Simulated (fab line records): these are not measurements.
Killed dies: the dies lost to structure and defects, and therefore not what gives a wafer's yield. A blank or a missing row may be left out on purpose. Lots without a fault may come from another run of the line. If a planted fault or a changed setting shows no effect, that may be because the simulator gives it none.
Matching of chambers / flow n5-finfet / 4 sister chambers for N5_DUMMY_REMOVAL_HM_STRIP_01 on rie-diel-01
The step strips SiNx in CH3F/O2, stops on poly-Si, target depth 4 nm, time 6.8 s. 18 wafers are shown with their chamber, then 9 later ones without.

== WAFERS, EACH WITH ITS CHAMBER ==
wafer=L074.3; chamber=0; drypump-motor-current-A (A)=5.9; throttle-valve-pct (%)=16.44; oes-product-au (a.u.)=0.54
wafer=L074.4; chamber=3; drypump-motor-current-A (A)=6.2; throttle-valve-pct (%)=16.07; oes-product-au (a.u.)=0.65
wafer=L074.5; chamber=1; drypump-motor-current-A (A)=4.7; throttle-valve-pct (%)=16.67; oes-product-au (a.u.)=0.57
wafer=L075.1; chamber=1; drypump-motor-current-A (A)=4.7; throttle-valve-pct (%)=16.68; oes-product-au (a.u.)=0.56
wafer=L075.3; chamber=3; drypump-motor-current-A (A)=6.2; throttle-valve-pct (%)=16.07; oes-product-au (a.u.)=0.65
wafer=L075.6; chamber=2; drypump-motor-current-A (A)=6.5; throttle-valve-pct (%)=16.66; oes-product-au (a.u.)=0.56
wafer=L078.1; chamber=2; drypump-motor-current-A (A)=6.6; throttle-valve-pct (%)=16.68; oes-product-au (a.u.)=0.57
wafer=L078.4; chamber=3; drypump-motor-current-A (A)=6.2; throttle-valve-pct (%)=16.09; oes-product-au (a.u.)=0.65
wafer=L078.5; chamber=2; drypump-motor-current-A (A)=6.5; throttle-valve-pct (%)=16.69; oes-product-au (a.u.)=0.56
wafer=L079.1; chamber=1; drypump-motor-current-A (A)=4.7; throttle-valve-pct (%)=16.68; oes-product-au (a.u.)=0.56
wafer=L079.4; chamber=1; drypump-motor-current-A (A)=4.7; throttle-valve-pct (%)=16.68; oes-product-au (a.u.)=0.56
wafer=L079.6; chamber=3; drypump-motor-current-A (A)=6.2; throttle-valve-pct (%)=16.10; oes-product-au (a.u.)=0.64
wafer=L082.1; chamber=0; drypump-motor-current-A (A)=5.9; throttle-valve-pct (%)=15.96; oes-product-au (a.u.)=0.81
wafer=L082.5; chamber=0; drypump-motor-current-A (A)=5.8; throttle-valve-pct (%)=15.98; oes-product-au (a.u.)=0.81
wafer=L082.6; chamber=1; drypump-motor-current-A (A)=4.7; throttle-valve-pct (%)=16.69; oes-product-au (a.u.)=0.57
wafer=L088.1; chamber=0; drypump-motor-current-A (A)=5.8; throttle-valve-pct (%)=16.01; oes-product-au (a.u.)=0.77
wafer=L088.4; chamber=3; drypump-motor-current-A (A)=6.2; throttle-valve-pct (%)=16.11; oes-product-au (a.u.)=0.64
wafer=L088.6; chamber=0; drypump-motor-current-A (A)=5.9; throttle-valve-pct (%)=16.00; oes-product-au (a.u.)=0.77

SIGNATURES, as means of the wafers listed above
reading=drypump-motor-current-A; chamber 0=5.860; chamber 1=4.700; chamber 2=6.533; chamber 3=6.200; scatter within a chamber=0.0365
reading=throttle-valve-pct; chamber 0=16.0780; chamber 1=16.6800; chamber 2=16.6767; chamber 3=16.0880; scatter within a chamber=0.109
reading=oes-product-au; chamber 0=0.7400; chamber 1=0.5640; chamber 2=0.5633; chamber 3=0.6460; scatter within a chamber=0.0609
Rule: for each reading, subtract the chamber's mean from the wafer's reading, divide by that reading's scatter and square the result; add these up over the readings and take the root, which gives the wafer's distance from the chamber. If the next closest chamber is less than 2 further off than the closest, the wafer can't be placed; otherwise it belongs to the closest. The scatter is the square root of a quotient: the sum, over the shown wafers, of each reading's squared deviation from its chamber's mean, divided by wafers minus chambers.

== WAFERS WHOSE CHAMBER IS MISSING ==
wafer=L092.2; drypump-motor-current-A (A)=4.7; throttle-valve-pct (%)=16.24; oes-product-au (a.u.)=0.78
wafer=L092.3; drypump-motor-current-A (A)=6.2; throttle-valve-pct (%)=16.12; oes-product-au (a.u.)=0.64
wafer=L092.5; drypump-motor-current-A (A)=6.5; throttle-valve-pct (%)=16.73; oes-product-au (a.u.)=0.55
wafer=L093.1; drypump-motor-current-A (A)=4.7; throttle-valve-pct (%)=16.25; oes-product-au (a.u.)=0.76
wafer=L093.4; drypump-motor-current-A (A)=5.9; throttle-valve-pct (%)=16.03; oes-product-au (a.u.)=0.75
wafer=L093.6; drypump-motor-current-A (A)=4.7; throttle-valve-pct (%)=16.25; oes-product-au (a.u.)=0.76
wafer=L094.1; drypump-motor-current-A (A)=4.7; throttle-valve-pct (%)=16.23; oes-product-au (a.u.)=0.76
wafer=L094.3; drypump-motor-current-A (A)=5.8; throttle-valve-pct (%)=16.03; oes-product-au (a.u.)=0.75
wafer=L094.4; drypump-motor-current-A (A)=6.2; throttle-valve-pct (%)=16.14; oes-product-au (a.u.)=0.63

== EACH ONE'S CHAMBER ==
wafer=L092.2; from the rows above=1; in truth=1
wafer=L092.3; from the rows above=3; in truth=3
wafer=L092.5; from the rows above=2; in truth=2
wafer=L093.1; from the rows above=1; in truth=1
wafer=L093.4; from the rows above=0; in truth=0
wafer=L093.6; from the rows above=1; in truth=1
wafer=L094.1; from the rows above=1; in truth=1
wafer=L094.3; from the rows above=0; in truth=0
wafer=L094.4; from the rows above=3; in truth=3
Correctly placed: 9 of 9. Left unplaced by these rows: 0. 0 placed wrongly.
